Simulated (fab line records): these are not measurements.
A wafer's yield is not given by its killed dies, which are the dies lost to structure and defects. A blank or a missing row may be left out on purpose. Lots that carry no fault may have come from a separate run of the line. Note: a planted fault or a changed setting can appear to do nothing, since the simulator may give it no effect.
Which tool was responsible? ; flow n5_finfet ; 11 lots with 30 wafers sampled at 4 steps, on a route of 1938 steps

## WHAT THE GAUGES READ, wafer by wafer
The record holds no reading of a measuring or inspecting step that can be judged against a usual standard deviation.

## WHICH TOOL RAN EACH LOT (tool, then ch and the chambers of the sampled wafers, then the start)
lot;N5_BEOL_M4_PRE_CLEAN_60;N5_BEOL_M5_ETCH_72;N5_BEOL_M5_ETCH_61;N5_BEOL_M5_HM_OPEN_17
L954;cvd_co-02 ch 0,1, day 9 07:28;rie_diel-01 ch 0,2,3, day 9 10:42;rie_diel-01 ch 0,2,3, day 9 10:43;rie_metal-03 ch 0,1, day 9 10:56
L956;cvd_co-01 ch 0,1, day 9 13:40;rie_diel-03 ch 0,1,3, day 9 17:11;rie_diel-03 ch 0,1,3, day 9 17:12;rie_metal-01 ch 1, day 9 17:23
L957;cvd_co-02 ch 1, day 9 22:23;rie_diel-03 ch 2,3, day 10 02:18;rie_diel-03 ch 2,3, day 10 02:19;rie_metal-03 ch 0,1, day 10 02:31
L958;cvd_co-01 ch 0,2, day 10 02:56;rie_diel-03 ch 0,1,3, day 10 06:25;rie_diel-03 ch 0,1,3, day 10 06:26;rie_metal-03 ch 0,1, day 10 06:37
L959;cvd_co-02 ch 0,2, day 10 22:09;rie_diel-01 ch 0,1,2, day 11 01:32;rie_diel-01 ch 0,1,2, day 11 01:34;rie_metal-03 ch 1, day 11 01:45
L962;cvd_co-01 ch 0,2, day 11 05:23;rie_diel-01 ch 0,1, day 11 08:42;rie_diel-01 ch 0,1, day 11 08:43;rie_metal-01 ch 0,1, day 11 08:55
L963;cvd_co-01 ch 0,1,2, day 11 06:44;rie_diel-01 ch 0,2,3, day 11 12:52;rie_diel-01 ch 0,2,3, day 11 12:53;rie_metal-02 ch 0,1, day 11 13:05
L967;cvd_co-02 ch 2, day 11 21:50;rie_diel-03 ch 0,2, day 12 03:53;rie_diel-03 ch 0,2, day 12 03:53;rie_metal-03 ch 0,1, day 12 04:05
L965;cvd_co-01 ch 1,2, day 12 11:20;rie_diel-03 ch 1, day 12 14:32;rie_diel-03 ch 1, day 12 14:33;rie_metal-01 ch 1, day 12 14:44
L966;cvd_co-02 ch 0,2, day 12 16:46;rie_diel-01 ch 0,3, day 12 20:22;rie_diel-01 ch 0,3, day 12 20:23;rie_metal-03 ch 0,1, day 12 20:34
L971;cvd_co-02 ch 0,1, day 13 03:34;rie_diel-01 ch 0,1,2, day 13 07:27;rie_diel-01 ch 0,1,2, day 13 07:28;rie_metal-03 ch 0,1, day 13 07:40
- N5_BEOL_M4_PRE_CLEAN_60: time 15 s.
- N5_BEOL_M5_ETCH_72: etches underlayer in N2/H2, target depth 6.5 nm, time 5.2 s.
- N5_BEOL_M5_ETCH_61: etches SiARC in CF4, target depth 15.6 nm, time 26 s.
- N5_BEOL_M5_HM_OPEN_17: chemistry Cl2/BCl3, target TiN, target depth 20 nm, overetch 6 nm.

## AS READ BY THE TOOLS THEMSELVES (means over the sampled wafers that have a number; for cases with no such wafer, the mark the record gives instead)
N5_BEOL_M4_PRE_CLEAN_60. Usual: heater_power_w 92 W, standard deviation 25.
lot;tool;heater_power_w (W);flag
L954;cvd_co-02;91;
L956;cvd_co-01;120;
L957;cvd_co-02;82;
L958;cvd_co-01;73;
L959;cvd_co-02;82;
L962;cvd_co-01;73;
L963;cvd_co-01;100;
L967;cvd_co-02;78;
L965;cvd_co-01;111;
L966;cvd_co-02;90;
L971;cvd_co-02;88;

N5_BEOL_M5_ETCH_72. Usual: drypump_motor_current_A 5.8 A, standard deviation 0.55; etch_rf_on_time_s 5.20 s, standard deviation 0.17; oes_product_au 0.65 a.u., standard deviation 0.06; rf_vpp_V 524.0 V, standard deviation 2.7; showerhead_plenum_p_Torr 2.55 Torr, standard deviation 0.081; throttle_valve_pct 18.0 %, standard deviation 0.3.
lot;tool;drypump_motor_current_A (A);etch_rf_on_time_s (s);oes_product_au (a.u.);rf_vpp_V (V);showerhead_plenum_p_Torr (Torr);throttle_valve_pct (%);flag
L954;rie_diel-01;6.0;5.17;0.69;525.4;2.60;17.7;
L956;rie_diel-03;5.8;5.13;0.66;523.8;2.55;18.0;
L957;rie_diel-03;5.6;5.11;0.69;524.2;2.56;17.9;
L958;rie_diel-03;5.8;5.14;0.66;524.0;2.55;18.0;
L959;rie_diel-01;6.1;5.25;0.66;523.0;2.52;17.9;
L962;rie_diel-01;6.3;5.24;0.65;519.8;2.45;17.9;
L963;rie_diel-01;6.0;5.15;0.67;525.9;2.59;17.7;
L967;rie_diel-03;4.8;5.29;0.62;525.0;2.59;18.2;
L965;rie_diel-03;6.1;5.44;0.60;525.8;2.62;18.1;
L966;rie_diel-01;6.2;5.14;0.70;524.1;2.55;17.6;
L971;rie_diel-01;6.1;5.26;0.64;523.1;2.52;17.9;

N5_BEOL_M5_ETCH_61. Usual: drypump_motor_current_A 5.8 A, standard deviation 0.55; etch_rf_on_time_s 26.0 s, standard deviation 0.78; oes_product_au 0.65 a.u., standard deviation 0.058; rf_vpp_V 184.0 V, standard deviation 1.2; showerhead_plenum_p_Torr 2.14 Torr, standard deviation 0.067; throttle_valve_pct 15.70 %, standard deviation 0.28.
lot;tool;drypump_motor_current_A (A);etch_rf_on_time_s (s);oes_product_au (a.u.);rf_vpp_V (V);showerhead_plenum_p_Torr (Torr);throttle_valve_pct (%);flag
L954;rie_diel-01;6.0;25.6;0.69;183.9;2.18;15.44;
L956;rie_diel-03;5.8;25.7;0.65;183.5;2.14;15.71;
L957;rie_diel-03;5.6;25.9;0.69;184.0;2.15;15.73;
L958;rie_diel-03;5.8;25.8;0.65;183.9;2.14;15.72;
L959;rie_diel-01;6.0;26.4;0.66;184.0;2.12;15.61;
L962;rie_diel-01;6.2;26.5;0.64;182.8;2.06;15.64;
L963;rie_diel-01;6.0;25.9;0.68;185.1;2.18;15.48;
L967;rie_diel-03;4.8;26.4;0.62;185.2;2.17;15.96;
L965;rie_diel-03;6.1;26.9;0.60;183.8;2.20;15.84;
L966;rie_diel-01;6.2;25.7;0.71;183.9;2.13;15.28;
L971;rie_diel-01;6.0;22.0;0.72;183.6;2.11;15.64;OFF

N5_BEOL_M5_HM_OPEN_17. Usual: drypump_motor_current_A 5.8 A, standard deviation 0.36; oes_product_au 0.64 a.u., standard deviation 0.094; throttle_valve_pct 22.23 %, standard deviation 0.13.
lot;tool;drypump_motor_current_A (A);oes_product_au (a.u.);throttle_valve_pct (%);flag
L954;rie_metal-03;6.3;0.61;22.19;
L956;rie_metal-01;5.7;0.55;22.14;
L957;rie_metal-03;6.2;0.61;22.19;
L958;rie_metal-03;6.1;0.63;22.15;
L959;rie_metal-03;6.0;0.64;22.11;
L962;rie_metal-01;5.7;0.65;22.16;
L963;rie_metal-02;5.5;0.55;22.43;
L967;rie_metal-03;6.2;0.61;22.16;
L965;rie_metal-01;5.7;0.55;22.16;
L966;rie_metal-03;6.3;0.60;22.20;
L971;rie_metal-03;6.1;0.61;22.18;

## THE ANSWER, worked out from the rows above alone
Rule: a lot counts as off when the mean over its wafers that have a number is more than 3 standard deviations away from the usual mean. A lot without any number at a reading at which 4 lots or more have one is off too. The other lots that the step has rows for count as sound. After the gauges, taken in route order, come the tools' own readings; for these a lot's mean is taken, as printed above. The first step at which some lot is off is used, and at that step the reading that is off furthest; a lot without a number counts as furthest.
Off: L971, at N5_BEOL_M5_ETCH_61 (etch_rf_on_time_s).
A tool fits if, at that step or a process step before it, it ran every lot that is off, and no sound lot after the first of them. This does not decide it: 2 tools fit, namely cvd_co-02 at N5_BEOL_M4_PRE_CLEAN_60 and rie_diel-01 at N5_BEOL_M5_ETCH_72 and N5_BEOL_M5_ETCH_61.

## WHAT THE SIMULATOR PUT IN
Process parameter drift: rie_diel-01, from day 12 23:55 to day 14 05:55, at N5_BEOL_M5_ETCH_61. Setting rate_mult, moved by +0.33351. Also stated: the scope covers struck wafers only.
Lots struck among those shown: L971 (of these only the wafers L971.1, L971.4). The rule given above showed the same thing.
